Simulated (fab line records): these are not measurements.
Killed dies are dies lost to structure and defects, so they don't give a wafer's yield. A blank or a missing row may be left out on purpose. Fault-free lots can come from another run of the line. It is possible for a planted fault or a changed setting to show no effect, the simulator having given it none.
A struck lot beside a sound one    flow n5_finfet    18 out of 1938 route steps
Sound: the wafers L699.2, L699.5, L699.6. Struck: wafer L711.2; the same lot's L711.6 was not struck, so it is left out; see the end for the cause.
Per side, at each step with rows, come the tool, then ch with its chambers, and then its first start. Under that, the readings that differ: sound wafers    struck wafers    difference of the means    sigmas: that difference in standard deviations of wafers without a fault.
alike: a reading whose means differ by less than 2 such deviations, as well as words and numbers matching on both sides. not compared: withheld readings; readings where some wafer has no value; bounds like >300 that might hide an equal value; numbers whose values overlap and for which the record gives no deviation.
The two part at a step that has a row with sigmas, a row that says differs or no value, or rows on one side only. Numbers that have no deviation but don't overlap get no sigmas and don't part them. A reading that every wafer of one side lacks parts them only if that side has two wafers or more.

first, 7 steps without rows for these wafers: N5_BEOL_M9_COAT_60 (time 60 s, resist thk 30 nm); N5_BEOL_M9_COAT_05 (resist thk 90 nm); N5_BEOL_M9_EBR_07; N5_BEOL_M9_SOFTBAKE_06 (time 60 s); N5_BEOL_M9_EXPOSE_08 (exposes mask M9); N5_BEOL_M9_PEB_09 (peb time 60 s); N5_BEOL_M9_DEVELOP_10 (develop time 30 s).
N5_BEOL_M9_CD_MEAS_11 targets a cd of 64.1 nm.
  sound on cd_sem-02 ch 0, day 11 01:25; struck on cd_sem-03 ch 0, day 14 20:46
  alike: cd_nm
N5_BEOL_M9_OVL_MEAS_12:
  sound on overlay-02 ch 0, day 11 01:27; struck on overlay-01 ch 0, day 14 20:48
reading      sound           struck  difference  sigmas
M9_OVL (nm)  -0.4 -0.4 -0.8  1.4     +1.9        +2
N5_BEOL_M9_INSPECT_13: inspects for defects (brightfield).
  sound on defect_inspect-02 at day 11 01:28; struck on defect_inspect-02 at day 14 20:49
  alike: raw_defect_count
N5_BEOL_M9_DESCUM_16: chemistry O2, time 7.9 s.
  sound on rie_diel-02 ch 1,2, day 11 01:44; struck on rie_diel-05 ch 2, day 14 20:52
reading                      sound           struck  difference  sigmas
drypump_motor_current_A (A)  5.7 5.7 5.9     6.8     +1.0        +2
oes_product_au (a.u.)        0.70 0.70 0.69  0.90    +0.20       +2
  alike: rf_vpp_V, showerhead_plenum_p_Torr, throttle_valve_pct
  not compared: rf_hours_counter_h
N5_BEOL_M9_ETCH_61: etches SiARC in CF4, target depth 39 nm, time 65 s.
  sound on rie_diel-02 ch 1,2, day 11 01:46; struck on rie_diel-05 ch 2, day 14 20:53
  alike: drypump_motor_current_A, etch_rf_on_time_s, oes_product_au, rf_vpp_V, showerhead_plenum_p_Torr, throttle_valve_pct
  not compared: rf_hours_counter_h
N5_BEOL_M9_ETCH_62: etches SOC in N2/H2, target depth 110 nm, overetch 22 nm, time 165 s.
  sound on rie_diel-02 ch 1,2, day 11 01:49; struck on rie_diel-05 ch 2, day 14 20:56
reading                                     sound           struck  difference  sigmas
model.SiARC_of_BEOL_M9_COAT_60.thk_nm (nm)  23.8 23.8 23.4  22.8    -0.9        
  alike: drypump_motor_current_A, oes_product_au, rf_vpp_V, showerhead_plenum_p_Torr, throttle_valve_pct
  not compared: rf_hours_counter_h
then, 1 step without rows for these wafers: N5_BEOL_M9_STRIP_68 (strips in N2/H2).
N5_BEOL_M9_STRIP_67: strips in CF4.
  sound on rie_diel-02 ch 1,2, day 11 01:58; struck on rie_diel-05 ch 2, day 14 21:05
reading                sound           struck  difference  sigmas
oes_product_au (a.u.)  0.71 0.71 0.69  0.89    +0.19       +2
  alike: drypump_motor_current_A, power_w, rf_vpp_V, showerhead_plenum_p_Torr, throttle_valve_pct
  not compared: rf_hours_counter_h
N5_BEOL_M9_HM_OPEN_17: chemistry Cl2/BCl3, target TiN, target depth 20 nm, overetch 6 nm.
  sound on rie_metal-02 ch 0,1, day 11 02:01; struck on rie_metal-03 ch 1, day 14 21:08
reading                   sound             struck  difference  sigmas
model.etch.depth_nm (nm)  20.1 19.92 20.06  18.44   -1.59       
  alike: drypump_motor_current_A, oes_product_au, throttle_valve_pct
  not compared: rf_hours_counter_h
N5_BEOL_M9_STRIP_19: strips in O2.
  sound on rie_diel-05 ch 0,1,3, day 11 02:13; struck on rie_diel-06 ch 0, day 14 21:17
  alike: drypump_motor_current_A, oes_product_au, rf_vpp_V, showerhead_plenum_p_Torr, throttle_valve_pct
  not compared: rf_hours_counter_h
following that, these wafers have no rows for 1 step: N5_PASSIVATION_PROBE_49.

WHERE THEY PART
First at N5_BEOL_M9_OVL_MEAS_12; last, within this record, at N5_BEOL_M9_STRIP_67. Later steps at which nothing parts them and some readings are alike: N5_BEOL_M9_HM_OPEN_17, N5_BEOL_M9_STRIP_19.

WHY: what had been put in by the simulator
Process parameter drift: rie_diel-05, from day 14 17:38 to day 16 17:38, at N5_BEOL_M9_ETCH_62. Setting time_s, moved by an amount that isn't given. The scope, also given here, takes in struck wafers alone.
